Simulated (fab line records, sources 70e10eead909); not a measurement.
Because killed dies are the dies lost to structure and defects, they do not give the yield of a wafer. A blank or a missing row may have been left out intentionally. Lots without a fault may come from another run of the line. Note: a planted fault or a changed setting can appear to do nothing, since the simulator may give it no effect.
Problem report in the 8D (eight disciplines) form, filled by code :: flow nand_harc :: the parts of the form that need people (team, actions taken, sign-off) are left out

1. THE ISSUE
thk_nm at NHARC_A_ONON_D2_THK_MEAS_21 reads a mean of 1539 nm on 6 wafers of 2 lots; wafers without a fault read 1003 nm with a standard deviation of 11. Measured from the usual mean, that is +49 standard deviations.
The step: measures by ellipsometry.
First observed at day 18 18:11: wafer L338.3, on film_metro-01. Wafers with a number at this step in the record: 42, from 14 lots. The rule behind "out" and "out of limits": a value lying over 4 standard deviations away from the usual mean. The other wafers with a number count as sound.

2. WHAT IT IS AND WHAT IT IS NOT
question: which readings at this step
is: thk_nm
is not: -

question: which lots
is: L336, L338
is not: L323, L324, L326, L327, L328, L329, L330, L331, L332, L333, L334, L346

question: which wafers of those lots
is: all that have a number
is not: -

question: read on which gauges
is: film_metro-01
is not: film_metro-02

question: when
is: from day 18 18:11
is not: up to then (33 sound wafers); but 3 sound wafers of L346 came after

3. SUSPECTS, AND WHAT RULES EACH OUT
Counting: a tool stays on the suspect list if, at a process step up to the reading, it processed all lots that are out and no sound lot following the first of them.
- the gauge at NHARC_A_ONON_D2_THK_MEAS_21: kept. All the wafers that are out were read on film_metro-01, and no step on other tools shows them out.
- pecvd_onon-02 at NHARC_A_ONON_D2_DEP_19 (target thk 1000 nm): kept. It ran every lot that is out, first L338 (day 18 17:47), and no sound lot after that; its last sound lot up to then is L334 (day 17 08:59).
Left after counting: pecvd_onon-02 at NHARC_A_ONON_D2_DEP_19, film_metro-01 at NHARC_A_ONON_D2_THK_MEAS_21.

4. THE CAUSE (what the simulator had put in)
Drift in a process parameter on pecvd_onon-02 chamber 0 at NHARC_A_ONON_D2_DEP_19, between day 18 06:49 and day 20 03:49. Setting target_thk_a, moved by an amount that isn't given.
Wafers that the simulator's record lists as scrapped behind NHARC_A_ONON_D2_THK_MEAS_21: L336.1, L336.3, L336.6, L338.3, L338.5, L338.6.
Counting left 2 suspects, and this tool is among them.

5. SEQUENCE OF EFFECTS, ordered by route
One row per reading whose mean, taken over the struck wafers that have a number, lies over 3 standard deviations from the usual. Readings are gone through only where the record gives a usual standard deviation; hours: the median, over the lots, of the time from a lot's start at the first step in this table giving one to that lot's start at this step; sigmas: the change measured in usual standard deviations.
hours: 0
step: NHARC_A_ONON_D2_THK_MEAS_21
reading: thk_nm
usual: 1003 nm
on struck wafers: 1539
change: +536
sigmas: +49

6. HOW IT WOULD HAVE BEEN CAUGHT EARLIER
In this record the first reading out of limits at a measuring or inspecting step was taken at day 18 18:11, 11 hours after the fault began at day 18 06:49.
Lots out: 2; of these, L336 started NHARC_A_ONON_D2_DEP_19 on pecvd_onon-02 after day 18 18:11. Holding the tool at that time would have saved it.
